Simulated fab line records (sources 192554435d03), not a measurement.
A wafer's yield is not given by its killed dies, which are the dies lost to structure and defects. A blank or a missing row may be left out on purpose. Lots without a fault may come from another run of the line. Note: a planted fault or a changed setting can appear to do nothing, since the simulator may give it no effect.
Matching of chambers	flow n5-finfet	N5_BEOL_M4_VIA_ETCH_34 on rie-diel-03: 4 sister chambers
The step etches the open film in C4F6/O2, target depth 69.4 nm, time 65.9 s. 22 wafers are shown with their chamber, then 11 later ones without.

EACH WAFER AND ITS CHAMBER
wafer	chamber	drypump-motor-current-A (A)	throttle-valve-pct (%)	rf-vpp-V (V)
L076.1	2	5.3	31.44	687
L076.3	1	5.2	30.76	665
L076.6	3	6.3	31.22	640
L075.2	2	5.3	31.47	687
L075.4	3	6.3	31.21	640
L075.6	0	5.7	30.80	665
L080.1	1	5.2	30.78	664
L080.3	0	5.7	30.79	665
L080.6	0	5.7	30.79	667
L082.1	1	5.2	30.79	666
L082.2	2	5.3	31.47	686
L082.4	0	5.7	30.80	666
L083.1	1	5.2	30.78	665
L083.2	0	5.7	30.79	665
L083.4	1	5.2	30.78	665
L085.2	1	5.2	30.78	666
L085.3	0	5.7	30.79	666
L085.6	1	5.2	30.79	666
L089.2	1	5.2	30.80	665
L089.3	2	5.3	31.49	686
L089.4	3	6.3	31.07	651
L087.1	1	5.3	30.78	664

SIGNATURES (averages over the wafers above)
reading	chamber 0	chamber 1	chamber 2	chamber 3	scatter within a chamber
drypump-motor-current-A	5.700	5.211	5.300	6.300	0.0222
throttle-valve-pct	30.7933	30.7822	31.4675	31.1667	0.0302
rf-vpp-V	665.67	665.11	686.50	643.67	2.23
Rule: a wafer's distance from a chamber is the root of the sum, over the readings, of the square of ((its reading less the chamber's mean) divided by the reading's scatter). The wafer belongs to the nearest chamber; if the next one is less than 2 further off, it can't be placed. How the scatter is found: for the shown wafers, subtract from each reading the mean of its chamber, square and add these, divide the total by (wafers less chambers), then take the root.

WAFERS WHOSE CHAMBER IS MISSING
wafer	drypump-motor-current-A (A)	throttle-valve-pct (%)	rf-vpp-V (V)
L087.3	6.3	31.06	651
L087.6	5.7	30.80	666
L092.3	5.3	31.49	686
L092.4	5.2	30.82	666
L092.6	5.3	31.48	686
L093.1	5.7	30.82	666
L093.2	5.3	30.81	665
L093.4	5.3	31.50	685
L095.2	6.3	31.08	652
L095.3	5.3	31.49	686
L095.4	5.2	30.81	664

WHICH CHAMBER EACH WENT THROUGH
wafer	from the rows above	in truth
L087.3	3	3
L087.6	0	0
L092.3	2	2
L092.4	1	1
L092.6	2	2
L093.1	0	0
L093.2	1	1
L093.4	2	2
L095.2	3	3
L095.3	2	2
L095.4	1	1
Correctly placed: 11 of 11. Number that these rows cannot place: 0. Wrongly placed: 0.
